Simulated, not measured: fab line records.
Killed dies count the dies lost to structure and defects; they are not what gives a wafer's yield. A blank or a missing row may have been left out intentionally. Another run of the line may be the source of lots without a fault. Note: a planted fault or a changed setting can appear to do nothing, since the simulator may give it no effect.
Problem report, 8D (eight disciplines) form, completed by code -- flow n5_finfet -- the parts of the form that need people (team, actions taken, sign-off) are left out

1. THE ISSUE
Mean of oes_product_au at N5_GATE_CUT_VAPOR_ETCH_48: 1.30 a.u. across 2 wafers in 2 lots; on wafers with no fault it is 0.80 a.u. (standard deviation 0.08). That puts it +6.2 standard deviations away from the usual mean.
The step: etches TiN in BCl3/Cl2.
The first sign was on wafer L399.2 at day 9 13:57, on rie_metal-03. Wafers with a number at this step in the record: 25, from 9 lots. The rule behind "out" and "out of limits": a value lying over 4 standard deviations away from the usual mean. The other wafers with a number count as sound.

2. WHAT IT IS; WHAT IT IS NOT
question,is,is not
which readings at this step,oes_product_au,drypump_motor_current_A
which lots,"L399, L400","L381, L383, L385, L386, L388, L390, L392"
which wafers of those lots,"L399.2, L400.2","L399.3, L400.3"
read on which tools,rie_metal-03,"rie_metal-01, rie_metal-02"
when,from day 9 13:57,up to then (22 sound wafers); but 1 sound wafer of L400 came after

3. SUSPECTS, AND WHAT RULES EACH OUT
Counting: any tool at a process step up to the reading remains a suspect provided it ran every lot that is out. Sound lots after the first of them don't rule it out here, since some wafers of a struck lot are sound.
- rie_diel-06 at N5_GATE_CUT_ETCH_19 (etches SiNx in CH3F/O2, target depth 53.7 nm, time 76.7 s): kept. Every lot that is out went through it, the first being L399 (day 9 13:39); the last sound lot it ran before that was L383 (day 6 02:51).
- rie_metal-03 at N5_GATE_CUT_CUT_ETCH_55 (etches HfO2 in BCl3, target depth 3.2 nm): kept. Every lot that is out went through it, the first being L399 (day 9 13:53); the last sound lot it ran before that was L381 (day 4 22:35).
- rie_metal-03 at N5_GATE_CUT_VAPOR_ETCH_48 (etches TiN in BCl3/Cl2): kept. Every lot that is out went through it, the first being L399 (day 9 13:57); the last sound lot it ran before that was L381 (day 4 22:39). Out on those wafers are its own readings of oes_product_au.
- Within rie_diel-06 at N5_GATE_CUT_ETCH_19: the wafers that are out ran in chambers 2, 3; their sound lot-mates ran in chamber 1.
Left after counting: rie_diel-06 at N5_GATE_CUT_ETCH_19, rie_metal-03 at N5_GATE_CUT_CUT_ETCH_55, rie_metal-03 at N5_GATE_CUT_VAPOR_ETCH_48.

4. THE CAUSE (what the simulator had put in)
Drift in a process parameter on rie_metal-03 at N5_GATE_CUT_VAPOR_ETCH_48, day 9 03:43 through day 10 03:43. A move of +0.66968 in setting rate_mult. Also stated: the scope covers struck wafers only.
Of the 3 suspects that counting leaves, this tool is one.

5. SEQUENCE OF EFFECTS, ordered by route
Each row: a reading where the mean over the struck wafers with a number is more than 3 standard deviations away from the usual. Only readings whose record carries a usual standard deviation are examined. hours: median over the lots of the time between each lot's start at the first step of this table that gives one and its start at this step. sigmas: the change, counted in usual standard deviations.
hours,step,reading,usual,on struck wafers,change,sigmas
0,N5_GATE_CUT_VAPOR_ETCH_48,oes_product_au,0.80 a.u.,1.30,+0.50,+6.2
It contains these process steps:
- N5_GATE_CUT_VAPOR_ETCH_48: etches TiN in BCl3/Cl2.
Later measuring or inspecting steps at which every struck wafer that the step has a row for has a number for every such reading, and none has moved that far: N5_BEOL_M4_RC_MEAS_101.

6. HOW IT WOULD HAVE BEEN CAUGHT EARLIER
In this record no reading fell out of limits until day 9 13:57, 10 hours after the fault had begun at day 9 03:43.
